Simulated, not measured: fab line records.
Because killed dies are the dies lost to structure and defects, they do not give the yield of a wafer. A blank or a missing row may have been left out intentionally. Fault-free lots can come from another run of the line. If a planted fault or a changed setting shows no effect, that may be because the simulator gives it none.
Which tool did it? | flow n5 finfet | 10 lots (30 wafers sampled), 1 step of a 1938-step route

== WHAT EACH GAUGE READ, for each wafer ==
N5_BEOL_M7_CD_MEAS_28 targets a cd of 40 nm.
lot  | measured     | on        | cd nm (nm)
L785 | day 9 18:42  | cd sem-01 | 39.87 40.12 39.48
L788 | day 10 13:40 | cd sem-02 | 39.98 39.90 40.13
L792 | day 11 15:40 | cd sem-01 | 40.10 40.04 39.85
L789 | day 11 19:28 | cd sem-02 | 39.95 40.18 40.01
L797 | day 13 04:40 | cd sem-02 | 40.34 40.06 39.43
L802 | day 13 20:11 | cd sem-02 | 39.96 40.02 39.99
L801 | day 13 23:04 | cd sem-02 | 39.72 39.44 39.84
L804 | day 14 18:33 | cd sem-01 | 40.08 40.33 40.18
L805 | day 15 03:41 | cd sem-02 | 39.74 40.55 40.15
L807 | day 15 06:07 | cd sem-03 | 39.93 40.18 40.03

== TOOL THAT RAN EACH LOT (tool first, then ch and the chambers of the sampled wafers, then the start) ==
There is no process step in the record ahead of these readings.

== THE ANSWER, worked out from the rows above alone ==
Rule: the usual values come from the lots themselves. Put in order of their means at a reading, lots are off if they are a third of the lots or fewer, leave a main group of 4 or more, and stand apart from it by a gap of 3 or more times the standard deviation of the main group's means; of several such gaps the widest counts. A main group whose means are all the same, to the digits that the tables above print for the reading, isn't used. Also off: a lot with no number at a reading for which 4 or more lots have one. All remaining lots with rows at the step are treated as sound.
No lot is off on any of the readings shown, so nothing can be concluded from this.

== WHAT THE SIMULATOR HAD PUT IN ==
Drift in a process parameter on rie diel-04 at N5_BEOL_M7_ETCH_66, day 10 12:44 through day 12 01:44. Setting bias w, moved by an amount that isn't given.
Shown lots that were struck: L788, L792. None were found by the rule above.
